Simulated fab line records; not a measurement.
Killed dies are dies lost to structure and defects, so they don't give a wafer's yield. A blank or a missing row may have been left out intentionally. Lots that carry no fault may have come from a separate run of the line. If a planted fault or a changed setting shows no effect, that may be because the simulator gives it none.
Chamber matching	flow n5Finfet	uvCure-02 running N5_BEOL_M9_CURE_71: 3 sister chambers
The step cures SiCOH lowk, time 240 s. 14 wafers are shown with their chamber, then 7 later ones without.

## WAFERS PAIRED WITH THEIR CHAMBERS
wafer	chamber	wafer_temp_C_max	lampPowerPct (%)
L082.1	1	386.1	52.32
L082.2	1	386.0	52.37
L082.6	1	386.0	52.42
L083.1	0	386.6	52.31
L083.3	0	386.1	52.29
L083.5	0	386.4	52.33
L088.1	0	386.1	52.32
L088.2	0	386.5	52.30
L088.5	0	386.4	52.21
L087.1	2	388.7	52.25
L087.5	2	387.5	52.28
L087.6	2	387.1	52.35
L090.1	1	386.2	52.27
L090.4	1	386.6	52.33

SIGNATURES, as means of the wafers listed above
reading	chamber 0	chamber 1	chamber 2	scatter within a chamber
wafer_temp_C_max	386.350	386.180	387.767	0.41
lampPowerPct	52.2933	52.3420	52.2933	0.0498
Rule: a wafer's distance from a chamber is the root of the sum, over the readings, of the square of ((its reading less the chamber's mean) divided by the reading's scatter). If the next closest chamber is less than 2 further off than the closest, the wafer can't be placed; otherwise it belongs to the closest. The scatter: the root of (the sum of the squares of (reading less its chamber's mean) over the shown wafers, divided by (wafers less chambers)).

## WAFERS WITHOUT THEIR CHAMBER
wafer	wafer_temp_C_max	lampPowerPct (%)
L090.5	386.2	52.35
L097.1	386.6	52.30
L097.3	386.3	52.29
L097.5	386.7	52.30
L097.2	386.5	52.21
L097.4	386.2	52.28
L097.6	386.9	52.28

## THE CHAMBER EACH PASSED THROUGH
wafer	from the rows above	in truth
L090.5	can't be placed: 1 or 0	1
L097.1	can't be placed: 0 or 1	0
L097.3	can't be placed: 0 or 1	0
L097.5	can't be placed: 0 or 1 or 2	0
L097.2	can't be placed: 0 or 1 or 2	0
L097.4	can't be placed: 0 or 1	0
L097.6	can't be placed: 0 or 2 or 1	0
0 of 7 placed correctly. Unplaceable from these rows: 7, with the true chamber sitting among the candidates in 7. 0 placed wrongly.
